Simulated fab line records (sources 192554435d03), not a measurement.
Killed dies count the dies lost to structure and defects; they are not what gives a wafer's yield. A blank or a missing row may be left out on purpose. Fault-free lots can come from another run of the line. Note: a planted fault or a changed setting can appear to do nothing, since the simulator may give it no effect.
Problem report, 8D (eight disciplines) form, completed by code	flow n5 finfet	the parts of the form that need people (team, actions taken, sign-off) are left out

1. WHAT WENT WRONG
Wafers with no fault read 30.3 s with a standard deviation of 0.99, whereas barrier field endpoint s at N5_BEOL_M13_CMP_49 reads a mean of 16.8 s on 1 wafer of 1 lot. That puts it -14 standard deviations away from the usual mean.
The step: polishes, stops on SiOC, t overpolish 17.1 s, target thk 420 nm.
The first sign was on wafer L985.2 at day 14 19:21, on cmp-02. At this step, 31 wafers from 11 lots have a number in the record. Rule for "out", or "out of limits": more than 4 standard deviations from the usual mean. Any other wafer with a number is counted as sound.

2. WHAT IT IS; WHAT IT IS NOT
question	is	is not
which readings at this step	barrier field endpoint s	edge zone pressure frac, head pressure psi, motor current A, overpolish run s, slurry filter dp kPa
which lots	L985	L970, L971, L977, L978, L979, L980, L982, L984, L986, L992
which wafers of those lots	L985.2	L985.5, L985.6
read on which tools	cmp-02	cmp-01, cmp-04
when	from day 14 19:21	up to then (25 sound wafers); but 5 sound wafers of L986, L992 came after

3. SUSPECTS, AND WHAT RULES EACH OUT
Counting: a tool at a process step up to the reading stays a suspect if it ran every lot that is out. Sound lots after the first of them don't rule it out here, since some wafers of a struck lot are sound.
- plasma asher-01 at N5_BEOL_M13_STRIP_64 (strips in N2/H2): kept. It ran the lot that is out, L985 (day 14 14:16); its last sound lot up to then is L979 (day 13 13:47).
- rtp anneal-02 at N5_BEOL_M13_ANNEAL_48 (time 90 s): kept. It ran the lot that is out, L985 (day 14 18:59); its last sound lot up to then is L982 (day 14 07:36).
- cmp-02 at N5_BEOL_M13_CMP_49 (polishes, stops on SiOC, t overpolish 17.1 s, target thk 420 nm): kept. It ran the lot that is out, L985 (day 14 19:21); its last sound lot up to then is L984 (day 14 15:30). On those wafers its own readings are out: barrier field endpoint s.
- Within cmp-02 at N5_BEOL_M13_CMP_49: the wafers that are out ran in chamber 2; their sound lot-mates ran in chambers 0, 3.
After the count, these remain: plasma asher-01 at N5_BEOL_M13_STRIP_64, rtp anneal-02 at N5_BEOL_M13_ANNEAL_48 and cmp-02 at N5_BEOL_M13_CMP_49.

4. THE CAUSE (what the simulator had put in)
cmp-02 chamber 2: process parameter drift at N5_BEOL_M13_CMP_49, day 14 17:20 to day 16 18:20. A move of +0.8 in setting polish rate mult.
Counting left 3 suspects, and this tool is among them.

5. THE EFFECT CHAIN, in route order
Rows list readings where the struck wafers' mean (over those with a number) sits beyond 3 standard deviations from the usual. Readings are gone through only where the record gives a usual standard deviation; hours: the median, over the lots, of the time from a lot's start at the first step in this table giving one to that lot's start at this step; sigmas: the change measured in usual standard deviations.
hours	step	reading	usual	on struck wafers	change	sigmas
0	N5_BEOL_M13_CMP_49	barrier field endpoint s	30.3 s	16.8	-13.5	-14
It contains these process steps:
- N5_BEOL_M13_CMP_49: polishes, stops on SiOC, t overpolish 17.1 s, target thk 420 nm.

6. WHAT WOULD HAVE CAUGHT IT SOONER
In this record the first reading out of limits was taken at day 14 19:21, 2 hours after the fault began at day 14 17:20.
